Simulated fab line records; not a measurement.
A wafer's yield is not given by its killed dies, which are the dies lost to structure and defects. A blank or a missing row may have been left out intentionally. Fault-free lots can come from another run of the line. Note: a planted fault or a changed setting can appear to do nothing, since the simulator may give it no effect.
fab line records ; flow n5-finfet
record lots=5; wafers=14; last-day=17
route steps=1938 shown BEOL_M14@1761 BEOL_M15@1773 PASSIVATION@1936
lots with no fault: from the same line, run without faults
start-h: the number of hours between the record's first day and the start of the first shown wafer of the lot ; wait-h: hours from the lot's prior step to this one ; " repeats the value in the row above ; L1.1+2: a row that stands for several wafers ; - value missing, or start not given ; * or withheld: withheld ; < > ~ a bound
route shown NAME@n: names a module that has steps shown in the file, with the first one's number in the route ; usual: mean/standard deviation taken from wafers without a fault ; same: alike in all rows ; chamber/n: place in a boat ; sites: per-site readings ; _std_site: the standard deviation of these ; _edge_site: mean of outer sites minus mean of inner sites ; radius-mm: for every site, how far away it sits from the centre of the wafer ; mask NAME#n: copy n ; behind: the tool/chamber that last shaped the wafer ; hold: cause of the lot's hold/its duration in hours/its outcome ; device: transistor that didn't switch, given as n, p or np ; end of line: the same wafers' tests at the end of the route ; a step without rows: its recipe alone ; killed: dies lost to structure and defects at the first sort, not the wafer's yield ; map: a wafer's dies, marking killed ones x, the rest . and places with no die _
set.NAME: the setting the step ran with; set.NAME@STEP: the setting that earlier step ran with ; model.NAME: the simulator's own value behind a step, which no gauge read
certain route steps with their lots: each step a table, each wafer a row
services: from which hour (start-h, from the record's first day; less than 0 if before it) a tool's chamber was out of use, for how many hours, and why
## steps
# step N5_BEOL_M14_PRE_CLEAN_42
# recipe gas=H2/He; time-s=30; temp-c=300
# step N5_BEOL_M14_SPUTTER_43
# recipe material=TaN; target-thk-a=150; temp-c=50; bias-v=168.6; power-w=15000; chamber-pressure-pa=0.12; time-s=24.19
# step N5_BEOL_M14_SPUTTER_44
# recipe material=Ta; target-thk-a=150; temp-c=50; bias-v=80; power-w=15000; chamber-pressure-pa=0.07; time-s=24.19
# step N5_BEOL_M14_SPUTTER_45
# recipe material=Cu; target-thk-a=1000; temp-c=-20; bias-v=60; power-w=26000; chamber-pressure-pa=0.13; time-s=16.67
# step N5_BEOL_M14_ECD_47
# recipe material=Cu; target-thk-a=12480
# step N5_BEOL_M14_ANNEAL_48
# recipe temp-c=225; time-s=90; ambient=N2
# step N5_BEOL_M14_CMP_49
# recipe stop-on=SiO2; t-overpolish-s=5.2; down-force-psi=2; platen-rpm=80; clearing-platen-down-force-psi=2; clearing-platen-rpm=80; post-cmp-clean=cu-alkaline; target-thk-nm=560; clearing-platen-pad-velocity-m-s=1.5917; pad-velocity-m-s=1.5917
# step N5_BEOL_M14_PRE_CLEAN_52
# recipe gas=NH3; time-s=15; temp-c=withheld; rf-power-w=300
# step N5_BEOL_M14_DEP_53
# recipe material=SiCN; target-thk-a=500; temp-c=withheld; precursor=3MS/NH3; pressure-torr=3; rf-w=675; time-s=17.8
# step N5_BEOL_M15_ILD_DEP_00
# recipe material=SiO2; target-thk-a=16293; temp-c=400; precursor=TEOS/O2; pressure-torr=6.5; rf-w=900; teos-flow-sccm=161.4; gas=O2; flow-sccm=2650; time-s=346.1
# usual heater-power-outer-w=306/73; heater-power-w=538/91; run-length-s=389.1/0.67; showerhead-plenum-p-Torr=8.337/0.03; showerhead-vpp-V=1837/130; susceptor-temp-C=400.02/0.23; throttle-valve-pct=18.5/0.55
lot.wafer;tool;chamber;start-h;wait-h;heater-power-outer-w;heater-power-w;run-length-s;showerhead-plenum-p-Torr;showerhead-vpp-V;susceptor-temp-C;throttle-valve-pct;model.SiO2_of_BEOL_M15_ILD_DEP_00.thk-nm
L865.4;pecvd-04;1;276.89;0.1;370;562;389.4;8.402;1898;400.06;18.0;1630
L865.5;pecvd-04;0;276.89;0.1;167;379;389.7;8.311;1840;400.10;18.8;1643
L865.6;pecvd-04;2;276.89;0.1;350;541;388.4;8.334;2029;400.05;17.9;1673
L872.1;pecvd-04;2;323.67;0.0;443;702;389.0;8.334;2042;400.31;18.2;1653
L872.2;pecvd-04;0;323.67;0.0;268;524;699.7;8.298;1834;399.75;19.1;3082
L872.6;pecvd-04;2;323.67;0.0;351;551;388.4;8.344;2034;399.95;18.0;1666
L876.4;pecvd-04;0;332.74;0.1;268;510;699.7;8.304;1835;399.95;18.9;3099
L876.5;pecvd-04;2;332.74;0.1;444;688;388.4;8.357;2061;400.13;18.2;1653
L877.2;pecvd-04;1;348.52;0.0;363;538;699.4;8.390;1917;399.74;18.7;3032
L877.3;pecvd-04;2;348.52;0.0;357;582;388.4;8.339;2023;399.78;18.4;1634
L877.6;pecvd-04;2;348.52;0.0;436;699;388.5;8.361;2033;399.64;18.2;1678
L882.2;pecvd-02;1;384.81;0.0;328;517;387.8;8.349;1669;400.33;18.9;1638
L882.3;pecvd-02;2;384.81;0.0;233;490;389.0;8.332;1998;399.97;18.0;1637
L882.5;pecvd-02;1;384.81;0.0;374;577;387.9;8.325;1641;400.20;19.0;1676
# step N5_BEOL_M15_THK_MEAS_01
# recipe reads=SiO2_of_BEOL_M15_ILD_DEP_00
# usual M15_ILD_THK=1631/25
lot.wafer;tool;chamber;start-h;wait-h;M15_ILD_THK[nm]
L865.4;film-metro-01;-;277.04;0.0;1630
L865.5;film-metro-01;-;277.04;0.0;1643
L865.6;film-metro-01;-;277.04;0.0;1674
L872.1;film-metro-01;-;323.92;0.1;1652
L872.2;film-metro-01;-;323.92;0.1;3080
L872.6;film-metro-01;-;323.92;0.1;1666
L876.4;film-metro-01;-;332.88;0.0;3098
L876.5;film-metro-01;-;332.88;0.0;1652
L877.2;film-metro-01;-;348.77;0.1;3033
L877.3;film-metro-01;-;348.77;0.1;1635
L877.6;film-metro-01;-;348.77;0.1;1678
L882.2;film-metro-02;-;385.07;0.1;1639
L882.3;film-metro-02;-;385.07;0.1;1637
L882.5;film-metro-02;-;385.07;0.1;1676
# step N5_BEOL_M15_COAT_58
# recipe resist=BARC; temp-c=205; time-s=60; spin-rpm=1500; resist-thk-nm=89
# step N5_BEOL_M15_COAT_04
# recipe spin-rpm=1704; resist-thk-nm=800
# step N5_BEOL_M15_EBR_06
# recipe solvent=PGMEA; ebr-width-mm=1.5
# step N5_BEOL_M15_SOFTBAKE_05
# recipe temp-c=130; time-s=60
# step N5_BEOL_M15_EXPOSE_07
# recipe mask-id=V14; na=0.8; source-shape=annular; sigma-inner=0.5; sigma-outer=0.8; polarization=unpolarized; attpsm-phase-deg=180; dose-mj=41.25
# step N5_BEOL_M15_PEB_08
# recipe peb-temp-c=130; peb-time-s=90
# step N5_BEOL_M15_DEVELOP_09
# recipe develop-time-s=45; rinse-liquid=diw; dry=air-spin; dev-temp-c=21
# step N5_BEOL_M15_HARDBAKE_14
# recipe temp-c=130; time-s=120
# step N5_BEOL_M15_DESCUM_15
# recipe chemistry=O2; time-s=7.9; source-power-w=50; bias-power-w=20; pressure-mtorr=20; rf-frequency-hz=2.712e+07; temp-c=40; o2-flow-sccm=225
# step N5_BEOL_M15_ETCH_59
# recipe chemistry=N2/H2; target=BARC; target-depth-a=890; overetch-a=267; time-s=67.9; ion-energy-ev=200; pressure-mtorr=30; source-w=840; bias-w=150; n2-flow-sccm=200; h2-flow-sccm=200
# step N5_BEOL_M15_VIA_ETCH_16
# recipe chemistry=C4F8/O2/Ar; target=SiO2; he-inner-torr=15; he-outer-torr=30; target-depth-a=17922; time-s=withheld; ion-energy-ev=800; pressure-mtorr=20; source-w=1905; bias-w=2040; Ar_flow_sccm=400; C4F8_flow_sccm=16; O2_flow_sccm=12; ends=cleared
# usual O2_flow_sccm=12.00/0.035; drypump-motor-current-A=5.9/0.45; he-outer-torr=29.99/0.062; mfc-ar-sccm=400.1/1.2; oes_o_777_au=0.77/0.08; oes-product-au=0.69/0.075; rf-vpp-V=2215/48; showerhead-plenum-p-Torr=3.49/0.092; throttle-valve-pct=30.81/0.23
lot.wafer;tool;chamber;start-h;wait-h;O2_flow_sccm;drypump-motor-current-A;he-outer-torr;mfc-ar-sccm;oes_o_777_au;oes-product-au;rf-vpp-V;showerhead-plenum-p-Torr;throttle-valve-pct;model.etch.depth-nm;model.coat_of_BEOL_M15_COAT_04.thk-nm
L865.4;rie-diel-03;1;277.64;0.0;11.99;6.1;29.89;402.0;0.68;0.65;2201;3.58;31.17;1630;342.8
L865.5;rie-diel-03;0;277.64;0.0;11.95;6.7;29.96;399.1;0.73;0.67;2183;3.47;31.28;1643;337.6
L865.6;rie-diel-03;3;277.64;0.0;11.98;6.0;30.12;401.6;0.69;0.63;2279;3.51;30.90;1673;323.2
L872.1;rie-diel-02;0;324.52;0.0;11.96;5.1;29.84;399.6;0.93;0.86;2185;3.51;30.66;1653;326.4
L872.2;rie-diel-02;3;324.52;0.0;12.00;5.6;30.02;402.1;0.87;0.87;2164;3.64;30.85;3082;0
L872.6;rie-diel-02;1;324.52;0.0;12.04;5.8;30.10;399.7;0.72;0.65;2218;3.40;30.54;1666;328.4
L876.4;rie-diel-03;2;333.36;0.0;11.99;4.9;29.95;400.5;0.78;0.81;2200;3.38;30.95;3099;0
L876.5;rie-diel-03;0;333.36;0.0;12.01;6.7;29.91;400.7;0.72;0.64;2182;3.46;31.28;1653;335.2
L877.2;rie-diel-01;1;349.25;0.0;12.02;5.9;29.98;399.6;0.81;0.81;2274;3.61;30.92;3032;0
L877.3;rie-diel-01;2;349.25;0.0;11.96;5.7;30.02;401.9;0.68;0.62;2320;3.53;30.45;1634;336.4
L877.6;rie-diel-01;0;349.25;0.0;12.02;5.8;29.87;397.5;0.82;0.75;2221;3.47;30.95;1678;329.4
L882.2;rie-diel-01;0;385.54;0.0;11.99;5.8;30.05;400.1;0.81;0.75;2221;3.47;30.96;1638;337.2
L882.3;rie-diel-01;1;385.54;0.0;11.98;5.9;29.95;401.9;0.79;0.72;2273;3.60;30.82;1637;327.6
L882.5;rie-diel-01;0;385.54;0.0;12.02;5.8;29.96;400.8;0.81;0.74;2222;3.47;30.96;1676;327.4
# step N5_BEOL_M15_STRIP_63
# recipe chemistry=O2; power-w=600; temp-c=60; pressure-mtorr=30; rf-frequency-hz=6e+07; bias-power-w=0; overash-fraction=0.3; o2-flow-sccm=225
# step N5_BEOL_M15_STRIP_64
# recipe chemistry=O2; power-w=600; temp-c=60; pressure-mtorr=30; rf-frequency-hz=6e+07; bias-power-w=0; overash-fraction=0.3; o2-flow-sccm=225
# step N5_BEOL_M15_STRIP_65
# recipe chemistry=post-etch-residue-remover; time-s=60; temp-c=25; remover-ph=withheld; remover-water-wt-pct=withheld; remover-fluoride-wt-pct=withheld
# step N5_BEOL_M15_SRD_66
# recipe time-s=30; temp-c=23; rinse-liquid=diw; dry=n2-spin; spin-rpm=1500; dry-time-s=30
# step N5_BEOL_M15_CD_MEAS_17
# recipe target-cd-nm=360; polarity=opening
# usual cd-nm=360.6/2.1
lot.wafer;tool;chamber;start-h;wait-h;cd-nm
L865.4;cd-sem-01;-;278.05;0.0;358.3
L865.5;cd-sem-01;-;278.05;0.0;360.6
L865.6;cd-sem-01;-;278.05;0.0;358.8
L872.1;cd-sem-03;-;324.94;0.0;359.1
L872.2;cd-sem-03;-;324.94;0.0;376.3
L872.6;cd-sem-03;-;324.94;0.0;359.9
L876.4;cd-sem-02;-;333.77;0.0;373.8
L876.5;cd-sem-02;-;333.77;0.0;364.0
L877.2;cd-sem-03;-;349.66;0.0;375.9
L877.3;cd-sem-03;-;349.66;0.0;362.5
L877.6;cd-sem-03;-;349.66;0.0;357.1
L882.2;cd-sem-01;-;385.96;0.0;361.1
L882.3;cd-sem-01;-;385.96;0.0;360.2
L882.5;cd-sem-01;-;385.96;0.0;361.9
# step N5_BEOL_M15_COAT_56
# recipe resist=SOC; temp-c=250; time-s=60; spin-rpm=1500; resist-thk-nm=550
# step N5_BEOL_M15_ETCH_57
# recipe chemistry=N2/H2; target=SOC; source-w=3000; bias-w=350; time-s=750; ion-energy-ev=200; pressure-mtorr=30; n2-flow-sccm=200; h2-flow-sccm=200
# step N5_BEOL_M15_COAT_60
# recipe resist=BARC; temp-c=205; time-s=60; spin-rpm=1500; resist-thk-nm=89
# step N5_BEOL_M15_COAT_22
# recipe spin-rpm=1704; resist-thk-nm=800
# step N5_BEOL_M15_EBR_24
# recipe solvent=PGMEA; ebr-width-mm=1.5
# step N5_BEOL_M15_SOFTBAKE_23
# recipe temp-c=130; time-s=60
# step N5_BEOL_M15_EXPOSE_25
# recipe mask-id=M15; na=0.8; source-shape=annular; sigma-inner=0.5; sigma-outer=0.8; polarization=unpolarized; target-cd-nm=400; dose-mj=35.5
# step N5_BEOL_M15_PEB_26
# recipe peb-temp-c=130; peb-time-s=90
# step N5_BEOL_M15_DEVELOP_27
# recipe develop-time-s=45; rinse-liquid=diw; dry=air-spin; dev-temp-c=21
# step N5_BEOL_M15_CMP_49
# recipe stop-on=SiO2; t-overpolish-s=4.9; down-force-psi=2; platen-rpm=80; clearing-platen-down-force-psi=2; clearing-platen-rpm=80; post-cmp-clean=cu-alkaline; target-thk-nm=850; clearing-platen-pad-velocity-m-s=1.5917; pad-velocity-m-s=1.5917
# usual head-pressure-psi=2.000/0.0052; motor-current-A=8.4/1
lot.wafer;tool;chamber;start-h;wait-h;head-pressure-psi;motor-current-A;model.SiO2_of_BEOL_M15_ILD_DEP_00.thk-nm
L865.4;cmp-01;1;282.37;0.1;2.006;6.7;1551
L865.5;cmp-01;1;282.37;0.1;1.998;7.0;1563
L865.6;cmp-01;2;282.37;0.1;1.997;7.7;1595
L872.2;cmp-03;3;329.41;0.2;2.005;10.0;3002
L872.1;cmp-03;0;329.41;0.2;1.998;9.1;1576
L872.6;cmp-03;3;329.41;0.2;2.002;9.8;1587
L876.4;cmp-02;2;337.93;0.2;2.001;7.7;3020
L876.5;cmp-02;2;337.93;0.2;2.003;8.0;1575
L877.2;cmp-03;0;356.29;0.4;2.004;9.8;2954
L877.3;cmp-03;1;356.29;0.4;2.003;8.1;1555
L877.6;cmp-03;1;356.29;0.4;2.004;8.1;1599
L882.2;cmp-03;3;391.30;0.3;1.999;10.3;1558
L882.3;cmp-03;0;391.30;0.3;1.996;9.3;1559
L882.5;cmp-03;1;391.30;0.3;1.997;8.0;1598
# step N5_PASSIVATION_PROBE_49
# usual defect-limited-yield=91.3/1.5; killed_at_M0_to_M3=35/10; killed_at_M4_up=12/4.6; killed-at-contacts=13/6.6; killed-at-front-end=39/11; killed-at-other=4/3.4; killed-dies=103/17; killed-open=67/13; killed-short=35/8.2; sort_bin_5_function=5.1/0.94; sort_bin_6_memory=3.2/0.7; sort_bin_8_speed=0.00/0.03; sort-n-pass=1077/17; sort-yield-pct=91.3/1.5
# same gross-dies=1180; killed-at-back-side=0; sort_bin_4_leakage[%]=0
lot.wafer;tool;chamber;start-h;wait-h;defect-limited-yield[%];killed_at_M0_to_M3;killed_at_M4_up;killed-at-contacts;killed-at-front-end;killed-at-other;killed-dies;killed-open;killed-short;sort_bin_5_function[%];sort_bin_6_memory[%];sort_bin_8_speed[%];sort-n-pass;sort-yield-pct[%]
L865.4;prober-02;-;300.43;0.2;92.1;43;8;5;36;1;93;59;34;4.7;2.8;0;1087;92.1
L865.5;prober-02;-;300.48;0.2;89.8;45;9;21;44;1;120;88;31;6.4;3.5;0;1060;89.8
L865.6;prober-02;-;300.53;0.3;91.7;36;15;16;28;3;98;66;30;4.7;3.5;0;1082;91.7
L882.2;prober-02;-;406.16;0.1;93.3;40;10;2;25;2;79;48;31;3.6;3.1;0;1101;93.3
L882.3;prober-02;-;406.21;0.1;93.4;23;11;3;41;0;78;46;32;4.4;1.8;0;1102;93.4
L882.5;prober-02;-;406.31;0.2;92.0;38;11;5;40;0;94;61;33;4.9;2.7;0;1086;92.0
# killed by level:class
L865.4 FIN_SAQP:geometric-particle:open=13 BEOL_M3:geometric-particle:open=10 BEOL_M1:geometric-particle:open=9 GATE_CUT:geometric-particle:short=6 BEOL_M0_SAQP:geometric-particle:short=6 BEOL_M1:geometric-particle:short=5 BEOL_M2:geometric-particle:open=5 BEOL_M3:geometric-particle:short=5
L865.5 MOL_CONTACT_COAG:geometric-particle:open=18 BEOL_M1:geometric-particle:open=15 FIN_SAQP:geometric-particle:open=13 STI_FIN_REVEAL:geometric-particle:open=12 BEOL_M2:geometric-particle:open=8 GATE_CUT:geometric-particle:open=5 BEOL_M0_SAQP:geometric-particle:short=5 BEOL_M3:geometric-particle:open=5
L865.6 MOL_CONTACT_COAG:geometric-particle:open=13 BEOL_M0_SAQP:geometric-particle:open=9 BEOL_M2:geometric-particle:open=8 BEOL_M0_SAQP:geometric-particle:short=7 FIN_SAQP:geometric-particle:short=6 FIN_SAQP:geometric-particle:open=4 STI_FIN_REVEAL:geometric-particle:open=4 STARTING-WAFER:geometric-particle:open=4
L882.2 BEOL_M0_SAQP:geometric-particle:open=13 BEOL_M1:geometric-particle:open=10 FIN_SAQP:geometric-particle:short=6 BEOL_M0_SAQP:geometric-particle:short=6 BEOL_M3:geometric-particle:open=6 BEOL_M4:geometric-particle:open=6 GATE_CUT:geometric-particle:short=4 STARTING-WAFER:geometric-particle:short=4
L882.3 FIN_SAQP:geometric-particle:short=15 FIN_SAQP:geometric-particle:open=8 BEOL_M1:geometric-particle:open=6 BEOL_M2:geometric-particle:open=6 BEOL_M0_SAQP:geometric-particle:open=4 STI_FIN_REVEAL:geometric-particle:open=3 DUMMY_GATE:geometric-particle:open=3 SPACER0:geometric-particle:open=3
L882.5 FIN_SAQP:geometric-particle:open=12 BEOL_M0_SAQP:geometric-particle:open=11 BEOL_M0_SAQP:geometric-particle:short=8 BEOL_M3:geometric-particle:open=7 STARTING-WAFER:geometric-particle:short=6 FIN_SAQP:geometric-particle:short=5 MOL_CONTACT_COAG:geometric-particle:open=5 BEOL_M4:geometric-particle:open=4
## services
tool;chamber;start-h;hours;kind
rie-diel-03;0;253.64;2.0;repair
cmp-03;-;253.93;3.2;repair
rie-diel-02;0;254.95;14.4;repair
rie-diel-02;3;282.57;1.5;repair
rie-diel-03;3;285.32;6.0;repair
cmp-02;-;286.37;0.2;repair
rie-diel-01;-;290.73;2.8;pm
rie-diel-01;2;293.58;40.7;repair
cmp-03;-;296.25;6.3;repair
pecvd-04;1;311.01;5.5;scheduled-down
pecvd-02;-;316.90;14.6;pm
rie-diel-02;2;324.02;3.9;repair
pecvd-04;-;324.94;0.9;repair
rie-diel-01;1;326.23;2.7;repair
rie-diel-02;2;335.77;-;clean
rie-diel-02;2;335.77;-;consumable-replace:focus-ring
rie-diel-02;2;335.77;17.2;scheduled-down
rie-diel-02;2;335.77;17.2;vent-cycle
cmp-01;-;365.37;4.0;pm
cmp-03;-;366.93;3.5;pm
rie-diel-01;3;376.47;-;clean
rie-diel-01;3;376.47;-;consumable-replace:focus-ring
rie-diel-01;3;376.47;19.3;scheduled-down
rie-diel-01;3;376.47;19.3;vent-cycle
## key
first-sign step=N5_BEOL_M15_ILD_DEP_00; reading=run-length-s; direction=up; sigmas=99+; usual=*; struck=*
effect step=N5_BEOL_M15_THK_MEAS_01; reading=M15_ILD_THK; direction=up; sigmas=58; usual=1631; struck=3070
effect step=N5_BEOL_M15_CD_MEAS_17; reading=cd-nm; direction=up; sigmas=6.9; usual=360.6; struck=375.4
model-effect step=N5_BEOL_M15_ILD_DEP_00; value=SiO2_of_BEOL_M15_ILD_DEP_00.thk-nm; without=1621; struck=3071
model-effect step=N5_BEOL_M15_VIA_ETCH_16; value=etch.depth-nm; without=1621; struck=3071
model-effect step=N5_BEOL_M15_CMP_49; value=SiO2_of_BEOL_M15_ILD_DEP_00.thk-nm; without=1542; struck=2992
met-at N5_BEOL_M15_ILD_DEP_00
struck-wafers L872.2,L876.4,L877.2
onset-between 276.89 323.67
fault kind=process-parameter-drift; tool=pecvd-04; chamber=-; onset-h=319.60; steps=N5_BEOL_M15_ILD_DEP_00; channel=time-s; offset=*; shape=step; end-h=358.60; scope=struck-wafers-only; acts-in=*; stated=*
